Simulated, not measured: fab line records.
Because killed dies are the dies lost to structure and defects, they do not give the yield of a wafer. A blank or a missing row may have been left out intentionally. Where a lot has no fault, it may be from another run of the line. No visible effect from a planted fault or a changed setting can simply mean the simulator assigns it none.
Matching of chambers    flow n5-finfet    uv-cure-02 running N5_BEOL_M5_CURE_80: 3 sister chambers
The step cures SiCOH lowk, time 120 s. 6 wafers are shown with their chamber, then 9 later ones without.

## WAFERS WITH THEIR CHAMBER
wafer   chamber  wafer_temp_C_max  lamp-power-pct (%)
L957.2  1        371.7             52.19
L957.6  1        371.3             52.29
L958.5  0        371.6             52.29
L958.6  0        371.8             52.30
L964.3  2        371.7             52.36
L964.4  2        372.0             52.26

## WAFERS WITHOUT THEIR CHAMBER
wafer   wafer_temp_C_max  lamp-power-pct (%)
L966.1  371.4             52.40
L966.2  372.5             52.38
L966.5  371.4             52.32
L965.1  372.4             52.32
L965.2  372.1             52.21
L965.6  371.4             52.27
L967.4  371.5             52.29
L967.5  371.3             52.27
L967.6  371.2             52.32

## WHICH CHAMBER EACH WENT THROUGH
wafer   from the rows above           in truth
L966.1  can't be placed: 0 or 2 or 1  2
L966.2  can't be placed: 2 or 0 or 1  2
L966.5  can't be placed: 0 or 1 or 2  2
L965.1  can't be placed: 2 or 0 or 1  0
L965.2  can't be placed: 2 or 0 or 1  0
L965.6  can't be placed: 1 or 0 or 2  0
L967.4  can't be placed: 1 or 0 or 2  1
L967.5  can't be placed: 1 or 0 or 2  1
L967.6  can't be placed: 1 or 0 or 2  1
Correctly placed: 0 of 9. Cannot be placed on the basis of these rows: 9; the candidates contain the true chamber in 9. 0 placed wrongly.
How it was worked out, from the rows above alone: a wafer's distance from a chamber is the root of the sum, over the readings, of the square of ((its reading less the chamber's mean) divided by the reading's scatter). If the next closest chamber is less than 2 further off than the closest, the wafer can't be placed; otherwise it belongs to the closest. Each chamber's mean is taken over the wafers shown for it. The scatter is the square root of a quotient: the sum, over the shown wafers, of each reading's squared deviation from its chamber's mean, divided by wafers minus chambers.
